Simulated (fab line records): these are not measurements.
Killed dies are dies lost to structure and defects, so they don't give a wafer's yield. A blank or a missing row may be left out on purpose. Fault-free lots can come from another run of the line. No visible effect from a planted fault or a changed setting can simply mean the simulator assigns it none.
A lot that was struck, set against a sound lot -- flow n5Finfet -- 18 out of 1938 route steps
Sound: these wafers, L181.3, L181.4, L181.5. Wafers L196.2, L196.4 were the ones struck. At the end, the cause is stated.
For every step that has rows: the tool of each side, followed by ch and its chambers, followed by its first start. Under that, the readings that differ: sound wafers -- struck wafers -- difference of the means -- sigmas: that difference in standard deviations of wafers without a fault.
alike: same words and numbers on both sides, and readings whose means sit less than 2 such deviations apart. not compared: any withheld reading, any reading some wafer has no value for, any bound like >300 that may hide the same value, and any number with overlapping values for which the record gives no deviation.
Wherever a step has rows on one side only, a row that says differs or no value, or a row with sigmas, the two part there. Numbers that don't overlap but have no deviation are shown without sigmas and don't part them. A reading missing from all wafers of one side parts the sides only when that side holds two or more wafers.

first, 1 step without rows for these wafers: N5_BEOL_M4_ANNEAL_82 (time 240 s).
N5_BEOL_M4_SPUTTER_86: material Cu, target thk 4.5 nm, time 8.29 s.
  struck on pvdSputter-01, day 13 07:03; sound on pvdSputter-01, day 8 17:02
  alike: throttleValvePct
then, 2 steps without rows for these wafers: N5_BEOL_M4_ANNEAL_87 (time 240 s); N5_BEOL_M4_SPUTTER_88 (material Cu, target thk 4.5 nm, time 8.29 s).
N5_BEOL_M4_ANNEAL_89: time 240 s.
  struck on pvdSputter-01, day 13 07:21; sound on pvdSputter-01, day 8 17:20
  alike: heaterPowerW
N5_BEOL_M4_SPUTTER_90: material Cu, target thk 4.5 nm, time 8.29 s.
  struck on pvdSputter-01, day 13 07:29; sound on pvdSputter-01, day 8 17:28
  alike: throttleValvePct
N5_BEOL_M4_ANNEAL_91: time 240 s.
  struck on pvdSputter-01, day 13 07:34; sound on pvdSputter-01, day 8 17:33
  alike: heaterPowerW
then, 3 steps without rows for these wafers: N5_BEOL_M4_SPUTTER_92 (material Cu, target thk 4.5 nm, time 8.29 s); N5_BEOL_M4_ANNEAL_93 (time 240 s); N5_BEOL_M4_SPUTTER_94 (material Cu, target thk 4.5 nm, time 8.29 s).
N5_BEOL_M4_ANNEAL_95: time 240 s.
  struck on pvdSputter-01, day 13 08:01; sound on pvdSputter-01, day 8 17:59
  alike: heaterPowerW
then, 1 step without rows for these wafers: N5_BEOL_M4_SPUTTER_96 (material Cu, target thk 4.5 nm, time 8.29 s).
N5_BEOL_M4_ECD_50: material Cu, target thk 300 nm.
  sound on ecdCu-02 ch 0,1, day 8 18:16; struck on ecdCu-02 ch 1, day 13 08:16
reading,sound,struck,difference,sigmas
model.Cu_of_BEOL_M4_ECD_50.thkNm (nm),301 300.8 300.4,211.8 208.4,-90.6,
then, 1 step without rows for these wafers: N5_BEOL_M4_ANNEAL_51 (time 90 s).
N5_BEOL_M4_CMP_52: polishes, stops on SiOC, t overpolish 6.8 s, target thk 40 nm.
  sound on cmp-01 ch 1,2, day 8 18:37; struck on cmp-01 ch 0,3, day 13 08:43
reading,sound,struck,difference,sigmas
timeToEndpointS (s),65 63 63,43 41,-22,-7
  alike: motorCurrentA, retainingRingPressureFrac, slurryFlowMlMin
N5_BEOL_M4_THK_MEAS_53: measures by xrf.
  struck on filmMetro-01, day 13 08:58; sound on filmMetro-01, day 8 18:55
  alike: M4_THK
N5_BEOL_M4_RC_MEAS_101:
  sound on prober-02 ch 0, day 8 19:37; struck on prober-02 ch 0, day 13 09:27
reading,sound,struck,difference,sigmas
DIBL_N (mV/V),37.1 34.3 36.9,40.7 39.9,+4.2,+2
DIBL_P (mV/V),37.4 33.4 37.0,41.4 39.9,+4.7,+2
IOFF_N (nA/um),0.18 0.13 0.18,0.27 0.24,+0.09,+3
  alike: IOFF_P, ION_N, ION_P, SS_N, SS_P, VT_N, VT_P
-- a jump in the record: the struck wafers' starts before and after are 4 days apart (it breaks off in module BEOL_M4 and resumes in module PASSIVATION, where the first step shown is number 1936 of the route) --
N5_PASSIVATION_PROBE_49:
  only the struck wafers here have rows in the record (prober-02, day 17 14:52); the sound ones have none

== WHERE THEY PART ==
At N5_BEOL_M4_CMP_52 first; at N5_PASSIVATION_PROBE_49 last (within this record only).

WHY: whatever the simulator had introduced
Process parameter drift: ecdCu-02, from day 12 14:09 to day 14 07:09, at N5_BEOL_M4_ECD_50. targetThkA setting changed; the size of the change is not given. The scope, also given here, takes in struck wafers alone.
